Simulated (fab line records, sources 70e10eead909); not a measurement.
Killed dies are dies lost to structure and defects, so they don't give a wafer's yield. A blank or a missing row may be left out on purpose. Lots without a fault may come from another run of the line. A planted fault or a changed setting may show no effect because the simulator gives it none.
Which tool did it? | flow nand_harc | 11 lots, 33 wafers sampled, at 6 steps of a route of 1302

WHAT THE GAUGES READ, wafer by wafer
NHARC_P_GATE_CD_MEAS_59: target cd 720 nm.
lot  | measured     | on        | cd_nm (nm)
L366 | day 6 00:58  | cd_sem-02 | 717.7 719.0 721.9
L367 | day 6 01:42  | cd_sem-01 | 718.7 724.1 719.6
L370 | day 7 07:10  | cd_sem-02 | 719.2 722.0 720.9
L371 | day 7 22:10  | cd_sem-03 | 721.9 723.5 717.4
L372 | day 8 13:56  | cd_sem-02 | 715.4 716.6 720.6
L376 | day 10 03:49 | cd_sem-01 | 719.3 717.2 718.9
L377 | day 10 10:20 | cd_sem-01 | 717.7 723.1 720.6
L379 | day 11 13:00 | cd_sem-01 | 715.4 715.8 720.1
L380 | day 11 13:52 | cd_sem-01 | - - -
L381 | day 11 18:21 | cd_sem-02 | 721.0 719.2 719.3
L389 | day 15 00:43 | cd_sem-03 | 717.1 718.8 716.6

NHARC_END_SORT_01.
lot  | measured     | on        | killed_at_array | killed_at_other | killed_at_periphery | killed_dies | killed_open | killed_short
L380 | day 30 07:50 | prober-01 | 81 72 100       | 0 0 0           | 596 605 577         | 677 677 677 | 4 5 2       | 7 3 2

WHICH TOOL RAN EACH LOT (tool, then ch and the chambers of the sampled wafers, then the start)
lot  | NHARC_P_GATE_DESCUM_31             | NHARC_P_GATE_EXPOSE_56            | NHARC_P_GATE_DESCUM_93             | NHARC_P_GATE_STRIP_113
L366 | rie_diel-05 ch 0,1,3, day 5 11:34  | krf_scanner-02 ch 0, day 6 00:49  | rie_diel-09 ch 1,2, day 6 02:43    | plasma_asher-02 ch 0,1, day 6 03:12
L367 | rie_diel-05 ch 0,1,2, day 5 12:10  | krf_scanner-01 ch 0, day 6 01:33  | rie_diel-05 ch 0,1,3, day 6 03:37  | plasma_asher-01 ch 0,1, day 6 03:58
L370 | rie_diel-09 ch 1,2, day 6 17:46    | krf_scanner-02 ch 0, day 7 07:01  | rie_diel-09 ch 0,1, day 7 09:04    | plasma_asher-01 ch 0,1, day 7 11:44
L371 | rie_diel-09 ch 1,2,3, day 7 08:26  | krf_scanner-01 ch 0, day 7 22:00  | rie_diel-05 ch 0,3, day 8 00:02    | plasma_asher-02 ch 0,1, day 8 00:26
L372 | rie_diel-09 ch 1,3, day 7 22:11    | krf_scanner-04 ch 0, day 8 13:47  | rie_diel-09 ch 1,2, day 8 15:48    | plasma_asher-01 ch 0,1, day 8 16:25
L376 | rie_diel-13 ch 2,3, day 9 14:04    | krf_scanner-04 ch 0, day 10 03:40 | rie_diel-13 ch 1,2, day 10 05:33   | plasma_asher-02 ch 0,1, day 10 06:10
L377 | rie_diel-05 ch 1,2,3, day 9 20:31  | krf_scanner-02 ch 0, day 10 10:11 | rie_diel-05 ch 0,1,2, day 10 12:13 | plasma_asher-02 ch 0, day 10 12:42
L379 | rie_diel-13 ch 1,2,3, day 10 23:47 | krf_scanner-04 ch 0, day 11 12:50 | rie_diel-09 ch 0,2,3, day 11 14:53 | plasma_asher-01 ch 0,1, day 11 15:16
L380 | rie_diel-13 ch 0,2,3, day 11 00:26 | krf_scanner-04 ch 0, day 11 13:43 | rie_diel-13 ch 0,1,2, day 11 15:45 | plasma_asher-01 ch 0,1, day 11 16:26
L381 | rie_diel-09 ch 0,1,2, day 11 02:25 | krf_scanner-02 ch 0, day 11 18:11 | rie_diel-09 ch 0,1,2, day 11 20:06 | plasma_asher-01 ch 0,1, day 11 20:28
L389 | rie_diel-05 ch 0,1,3, day 14 11:16 | krf_scanner-02 ch 0, day 15 00:33 | rie_diel-05 ch 0,2,3, day 15 02:35 | plasma_asher-02 ch 0,1, day 15 02:57
- NHARC_P_GATE_DESCUM_31: chemistry O2, time 3 s.
- NHARC_P_GATE_EXPOSE_56: exposes mask P PSD, target cd 720 nm.
- NHARC_P_GATE_DESCUM_93: chemistry O2, time 3 s.
- NHARC_P_GATE_STRIP_113: strips in N2/H2, time 740 s.

WHAT THE TOOLS THEMSELVES READ (means of the sampled wafers that have a number; where no wafer has one, the mark that the record gives instead)
NHARC_P_GATE_DESCUM_31.
lot  | tool        | chamber_pressure_mTorr (mTorr) | drypump_motor_current_A (A) | oes_product_au (a.u.) | rf_vpp_V (V) | showerhead_plenum_p_Torr (Torr) | throttle_valve_pct (%)
L366 | rie_diel-05 | 60.00                          | 6.0                         | 1.001                 | 58.0         | 1.90                            | 11.307
L367 | rie_diel-05 | 59.99                          | 5.8                         | 0.999                 | 58.2         | 1.94                            | 11.312
L370 | rie_diel-09 | 60.00                          | 6.0                         | 1.016                 | 57.3         | 1.87                            | 11.310
L371 | rie_diel-09 | 60.00                          | 6.1                         | 1.004                 | 57.9         | 1.86                            | 11.323
L372 | rie_diel-09 | 59.99                          | 6.3                         | 1.012                 | 58.0         | 1.91                            | 11.311
L376 | rie_diel-13 | 59.98                          | 5.8                         | 1.001                 | 58.3         | 1.91                            | 11.307
L377 | rie_diel-05 | 59.96                          | 5.8                         | 1.004                 | 58.6         | 1.95                            | 11.316
L379 | rie_diel-13 | 60.05                          | 5.8                         | 1.004                 | 57.7         | 1.94                            | 11.298
L380 | rie_diel-13 | 59.96                          | 5.5                         | 0.989                 | 57.7         | 1.94                            | 11.313
L381 | rie_diel-09 | 59.96                          | 6.0                         | 0.996                 | 57.5         | 1.87                            | 11.307
L389 | rie_diel-05 | 59.96                          | 6.1                         | 0.986                 | 57.8         | 1.90                            | 11.313

NHARC_P_GATE_EXPOSE_56.
lot  | tool           | reticle_temp_C (C)
L366 | krf_scanner-02 | 23.03
L367 | krf_scanner-01 | 22.99
L370 | krf_scanner-02 | 23.08
L371 | krf_scanner-01 | 22.90
L372 | krf_scanner-04 | 23.08
L376 | krf_scanner-04 | 23.00
L377 | krf_scanner-02 | 23.11
L379 | krf_scanner-04 | 22.93
L380 | krf_scanner-04 | 23.04
L381 | krf_scanner-02 | 22.93
L389 | krf_scanner-02 | 22.94

NHARC_P_GATE_DESCUM_93.
lot  | tool        | chamber_pressure_mTorr (mTorr) | drypump_motor_current_A (A) | oes_product_au (a.u.) | rf_vpp_V (V) | showerhead_plenum_p_Torr (Torr) | throttle_valve_pct (%)
L366 | rie_diel-09 | 59.96                          | 6.1                         | 1.016                 | 57.5         | 1.93                            | 11.317
L367 | rie_diel-05 | 59.99                          | 6.0                         | 1.007                 | 58.0         | 1.90                            | 11.306
L370 | rie_diel-09 | 60.04                          | 6.2                         | 1.010                 | 56.9         | 1.93                            | 11.311
L371 | rie_diel-05 | 59.98                          | 6.5                         | 1.010                 | 57.7         | 1.84                            | 11.313
L372 | rie_diel-09 | 59.97                          | 6.1                         | 1.001                 | 57.7         | 1.93                            | 11.318
L376 | rie_diel-13 | 59.99                          | 5.7                         | 1.003                 | 57.6         | 1.99                            | 11.309
L377 | rie_diel-05 | 59.95                          | 5.8                         | 0.994                 | 58.7         | 1.94                            | 11.310
L379 | rie_diel-09 | 60.00                          | 6.0                         | 1.006                 | 57.9         | 1.81                            | 11.316
L380 | rie_diel-13 | 60.00                          | 5.5                         | 0.996                 | 57.6         | 1.97                            | 11.317
L381 | rie_diel-09 | 59.93                          | 6.0                         | 0.999                 | 57.4         | 1.87                            | 11.309
L389 | rie_diel-05 | 59.98                          | 6.2                         | 0.999                 | 58.1         | 1.88                            | 11.322

NHARC_P_GATE_STRIP_113.
lot  | tool            | drypump_motor_current_A (A) | heater_power_w (W)
L366 | plasma_asher-02 | 5.78                        | 86
L367 | plasma_asher-01 | 5.63                        | 79
L370 | plasma_asher-01 | 5.63                        | 78
L371 | plasma_asher-02 | 5.64                        | 84
L372 | plasma_asher-01 | 5.58                        | 85
L376 | plasma_asher-02 | 5.80                        | 85
L377 | plasma_asher-02 | 5.48                        | 80
L379 | plasma_asher-01 | 5.63                        | 85
L380 | plasma_asher-01 | 5.61                        | 86
L381 | plasma_asher-01 | 5.62                        | 80
L389 | plasma_asher-02 | 5.80                        | 83

THE ANSWER, worked out from the rows above alone
Rule: what is usual is taken from the lots themselves. Put in order of their means at a reading, lots are off if they are a third of the lots or fewer, leave a main group of 4 or more, and stand apart from it by a gap of 3 or more times the standard deviation of the main group's means; of several such gaps the widest counts. A main group whose means are all the same, to the digits that the tables above print for the reading, isn't used. A lot without any number at a reading at which 4 lots or more have one is off too. The other lots that the step has rows for count as sound. The gauges are gone through in route order, then the tools' own readings, and for those a lot's mean is taken as printed above. The first step at which some lot is off is used, and at that step the reading that is off furthest; a lot without a number counts as furthest.
Off: L380, at NHARC_P_GATE_CD_MEAS_59 (cd_nm). Without a number there: L380. The main group: mean 719.3 nm, standard deviation 1.4.
A tool fits if, at a process step before that reading, it ran every lot that is off, and no sound lot after the first of them. The gauges at NHARC_P_GATE_CD_MEAS_59 are tried like those tools. Can't be told from this: 3 tools fit, rie_diel-13 at NHARC_P_GATE_DESCUM_31, krf_scanner-04 at NHARC_P_GATE_EXPOSE_56, cd_sem-01 at NHARC_P_GATE_CD_MEAS_59.

WHAT THE SIMULATOR HAD PUT IN
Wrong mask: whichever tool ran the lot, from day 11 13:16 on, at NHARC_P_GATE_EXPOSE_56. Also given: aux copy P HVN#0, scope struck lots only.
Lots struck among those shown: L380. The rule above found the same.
